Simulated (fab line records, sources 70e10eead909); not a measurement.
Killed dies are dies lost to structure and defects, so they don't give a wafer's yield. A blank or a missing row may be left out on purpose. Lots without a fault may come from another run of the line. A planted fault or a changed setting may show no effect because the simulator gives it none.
Chamber matching | flow nand_harc | NHARC_P_GATE_DESCUM_31 on rie_diel-07: 4 sister chambers
The step chemistry O2, time 3 s. 4 wafers are shown with their chamber, then 9 later ones without.

WAFERS WITH THEIR CHAMBER
wafer  | chamber | drypump_motor_current_A (A)
L082.5 | 2       | 5.7
L084.1 | 3       | 5.5
L084.3 | 0       | 6.6
L084.5 | 1       | 5.6

WAFERS WITHOUT THEIR CHAMBER
wafer  | drypump_motor_current_A (A)
L086.1 | 6.6
L086.3 | 5.6
L086.6 | 5.7
L087.3 | 5.7
L087.4 | 6.7
L087.6 | 5.5
L091.1 | 6.6
L091.3 | 5.7
L091.4 | 5.5

WHICH CHAMBER EACH WENT THROUGH
wafer  | from the rows above | in truth
L086.1 | 0                   | 0
L086.3 | 1                   | 1
L086.6 | 2                   | 2
L087.3 | 2                   | 2
L087.4 | 0                   | 0
L087.6 | 3                   | 3
L091.1 | 0                   | 0
L091.3 | 2                   | 2
L091.4 | 3                   | 3
Placed correctly: 9 of 9. Can't be placed from these rows: 0. Placed wrongly: 0.
How it was worked out, from the rows above alone: a wafer's distance from a chamber is the root of the sum, over the readings, of the square of ((its reading less the chamber's mean) divided by the reading's scatter). The wafer belongs to the nearest chamber; if the next one is less than 2 further off, it can't be placed. A chamber's mean is the mean of its shown wafers. The scatter: with one shown wafer a chamber, the root of the mean of the squares of how far each hidden wafer lies from its nearest shown one.
